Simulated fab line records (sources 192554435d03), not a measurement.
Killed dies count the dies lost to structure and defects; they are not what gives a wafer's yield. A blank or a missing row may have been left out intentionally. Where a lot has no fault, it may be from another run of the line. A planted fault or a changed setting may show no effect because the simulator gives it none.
Struck lot and sound lot, side by side :: flow n5Finfet :: 17 out of 1938 route steps
Sound: wafers L653.2, L653.3, L653.4. Wafers L665.1, L665.4, L665.6 were the ones struck. The cause comes at the end.
Each step with rows lists, per side, the tool, then ch with its chambers, then its first start. Under that, the readings that differ: sound wafers :: struck wafers :: difference of the means :: sigmas: that difference in standard deviations of wafers without a fault.
alike: readings with means less than 2 such deviations apart, plus words and numbers identical on both sides. not compared: withheld readings, readings lacking a value on some wafer, bounds such as >300 that could conceal the same value, and numbers that have no deviation in the record and whose values overlap.
Wherever a step has rows on one side only, a row that says differs or no value, or a row with sigmas, the two part there. When numbers do not overlap yet have no deviation, they are printed without sigmas and do not part them. A reading missing from all wafers of one side parts the sides only when that side holds two or more wafers.

N5_BEOL_M10_ETCH_62: etches SOC in N2/H2, target depth 110 nm, overetch 22 nm, time 165 s.
  sound on rieDiel-04 ch 0,1,3, day 12 04:02; struck on rieDiel-06 ch 2,3, day 14 14:14
  alike: drypumpMotorCurrentA, oesProductAu, rfVppV, showerheadPlenumPTorr, throttleValvePct
  not compared: rfHoursCounterH
then, 1 step without rows for these wafers: N5_BEOL_M10_STRIP_68 (strips in N2/H2).
N5_BEOL_M10_STRIP_67: strips in CF4.
  sound on rieDiel-04 ch 0,1,3, day 12 04:11; struck on rieDiel-06 ch 2,3, day 14 14:23
  alike: biasPowerW, drypumpMotorCurrentA, oesProductAu, rfVppV, showerheadPlenumPTorr, throttleValvePct
  not compared: rfHoursCounterH
N5_BEOL_M10_HM_OPEN_17: chemistry Cl2/BCl3, target TiN, target depth 20 nm, overetch 6 nm.
  sound on rieMetal-02 ch 0,1, day 12 04:14; struck on rieMetal-03 ch 0,1, day 14 14:25
  alike: drypumpMotorCurrentA, oesProductAu, throttleValvePct
  not compared: rfHoursCounterH
N5_BEOL_M10_STRIP_19: strips in O2.
  sound on rieDiel-04 ch 0,2,3, day 12 04:20; struck on rieDiel-06 ch 0,3, day 14 14:46
  alike: drypumpMotorCurrentA, oesProductAu, rfVppV, showerheadPlenumPTorr, throttleValvePct
  not compared: rfHoursCounterH
N5_BEOL_M10_CD_MEAS_18: pitch 140 nm, target cd 70 nm.
  sound: cdSem-01 at day 12 04:25; struck: cdSem-03 at day 14 14:50
  alike: cdNm
then, 6 steps without rows for these wafers: N5_BEOL_M10_COAT_63 (time 60 s, resist thk 100 nm); N5_BEOL_M10_COAT_64 (time 60 s, resist thk 30 nm); N5_BEOL_M10_COAT_22 (resist thk 90 nm); N5_BEOL_M10_EBR_24; N5_BEOL_M10_SOFTBAKE_23 (time 60 s); N5_BEOL_M10_EXPOSE_25 (exposes mask V9).
N5_BEOL_M10_PEB_26: peb time 60 s.
  sound on lithoTrack-01 ch 0, day 12 06:44; struck on lithoTrack-01 ch 0, day 14 15:15
then, 1 step without rows for these wafers: N5_BEOL_M10_DEVELOP_27 (develop time 30 s).
N5_BEOL_M10_CD_MEAS_28: target cd 70 nm.
  sound on cdSem-03 ch 0, day 12 06:49; struck on cdSem-02 ch 0, day 14 15:19
reading: cdNm (nm)
sound: 69.8 70.5 69.7
struck: 73.2 73.0 74.0
difference: +3.4
sigmas: +3
N5_BEOL_M10_OVL_MEAS_29:
  sound on overlay-01 ch 0, day 12 06:50; struck on overlay-02 ch 0, day 14 15:21
  alike: V9_OVL
-- the record jumps here: 2 days lie between the struck wafers' starts before and after (it left off in module BEOL_M10 and takes up again in module PASSIVATION, whose first step shown is number 1936 of the route) --
N5_PASSIVATION_PROBE_49:
  rows exist in the record for the struck wafers here (prober-02, day 16 18:14), but not for the sound ones

== WHERE THEY PART ==
Earliest at N5_BEOL_M10_CD_MEAS_28; latest, in this record, at N5_PASSIVATION_PROBE_49.

WHY: what had been put in by the simulator
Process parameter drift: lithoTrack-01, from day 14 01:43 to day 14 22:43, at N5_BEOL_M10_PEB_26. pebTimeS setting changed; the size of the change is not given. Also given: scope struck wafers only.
